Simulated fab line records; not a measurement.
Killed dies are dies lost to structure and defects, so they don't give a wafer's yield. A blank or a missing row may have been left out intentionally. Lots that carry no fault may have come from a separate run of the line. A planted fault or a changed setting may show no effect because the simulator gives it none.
Code-filled problem report in 8D (eight disciplines) form	flow n5Finfet	the parts of the form that need people (team, actions taken, sign-off) are left out

## 1. THE ISSUE
MD_CAP_THK at N5_MOL_CONTACT_COAG_THK_MEAS_29 reads a mean of 31.93 nm on 1 wafer of 1 lot; wafers without a fault read 17.96 nm with a standard deviation of 0.093. That is +99 or more standard deviations from the usual mean.
Seen first at day 9 06:55 on filmMetro-02, wafer L912.6. At this step, 20 wafers from 7 lots have a number in the record. Rule for "out", or "out of limits": more than 4 standard deviations from the usual mean. The rest of the wafers with a number are treated as sound.

## 2. WHAT IT IS; WHAT IT IS NOT
question	is	is not
which readings at this step	MD_CAP_THK	-
which lots	L912	L898, L901, L902, L904, L917, L918
which wafers of those lots	L912.6	L912.4
read on which gauges	filmMetro-02	filmMetro-01
when	from day 9 06:55	up to then (13 sound wafers); but 6 sound wafers of L917, L918 came after

## 3. WHAT RULES OUT EACH SUSPECT
Counting: a tool at a process step up to the reading stays a suspect if it ran every lot that is out. Sound lots after the first of them don't rule it out here, since some wafers of a struck lot are sound.
- the gauge at N5_MOL_CONTACT_COAG_THK_MEAS_29: ruled out. All the wafers that are out were read on filmMetro-02, but those of them that N5_MOL_CONTACT_COAG_ETCH_47 has rows for are out there too, on other tools.
- rieDiel-06 at N5_HKMG_FIN_STRIP_90 (strips SOC in N2/H2, time 20 s): kept. The lot that is out, L912, ran on it at day 8 11:37; the last sound lot it ran before that was L904, at day 6 14:00.
- rieMetal-01 at N5_HKMG_FIN_ETCHBACK_68 (etches the open film in Cl2/Ar, stops on HfO2, target depth 0.5 nm): kept. It ran the lot that is out, L912 (day 8 11:49).
- rieMetal-02 at N5_GATE_CUT_ETCHBACK_30 (etches TiN in Cl2/Ar, target depth 3 nm): kept. It ran the lot that is out, L912 (day 8 14:06).
- aldSin-04 at N5_GATE_CUT_SAC_CAP_01 (material SiNx, target thk 24 nm, pulse time 1 s, ald cycles 480): kept. The lot that is out, L912, ran on it at day 8 15:39; the last sound lot it ran before that was L902, at day 6 03:49.
- Within rieMetal-02 at N5_GATE_CUT_ETCHBACK_30: the wafers that are out ran in chamber 1; their sound lot-mates ran in chamber 0.
Left after counting: rieDiel-06 at N5_HKMG_FIN_STRIP_90, rieMetal-01 at N5_HKMG_FIN_ETCHBACK_68, rieMetal-02 at N5_GATE_CUT_ETCHBACK_30, aldSin-04 at N5_GATE_CUT_SAC_CAP_01.

## 4. THE CAUSE (what the simulator had put in)
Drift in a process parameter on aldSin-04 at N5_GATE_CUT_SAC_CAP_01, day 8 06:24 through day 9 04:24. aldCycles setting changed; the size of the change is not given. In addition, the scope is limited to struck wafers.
Counting left 4 suspects, and this tool is among them.

## 5. THE EFFECT CHAIN, in route order
Each row: a reading where the mean over the struck wafers with a number is more than 3 standard deviations away from the usual. Readings are gone through only where the record gives a usual standard deviation; hours: the median, over the lots, of the time from a lot's start at the first step in this table giving one to that lot's start at this step; sigmas: the change measured in usual standard deviations.
hours	step	reading	usual	on struck wafers	change	sigmas
0	N5_MOL_CONTACT_COAG_THK_MEAS_29	MD_CAP_THK	17.96 nm	31.93	+13.97	+99 or more
2	N5_MOL_CONTACT_COAG_ETCH_47	etchRfOnTimeS	31.5 s	50.8	+19.3	+30
Process steps it contains:
- N5_MOL_CONTACT_COAG_ETCH_47: etches SiNx in CH3F/O2, stops on W, target depth 27 nm.
Later measuring or inspecting steps at which every struck wafer that the step has a row for has a number for every such reading, and none has moved that far: N5_BEOL_M4_RC_MEAS_101.

## 6. HOW IT WOULD HAVE BEEN CAUGHT EARLIER
25 hours passed between the start of the fault at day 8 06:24 and the first reading out of limits at a measuring or inspecting step in this record, taken at day 9 06:55.
Of the tool readings at N5_GATE_CUT_SAC_CAP_01 for which the record gives a usual standard deviation, none was out on any struck wafer, so an alarm limit of 4 standard deviations on them would not have fired.
All the lots that are out (1) had begun N5_GATE_CUT_SAC_CAP_01 on aldSin-04 by day 9 06:55. Holding the tool at that point would not have protected any of them.
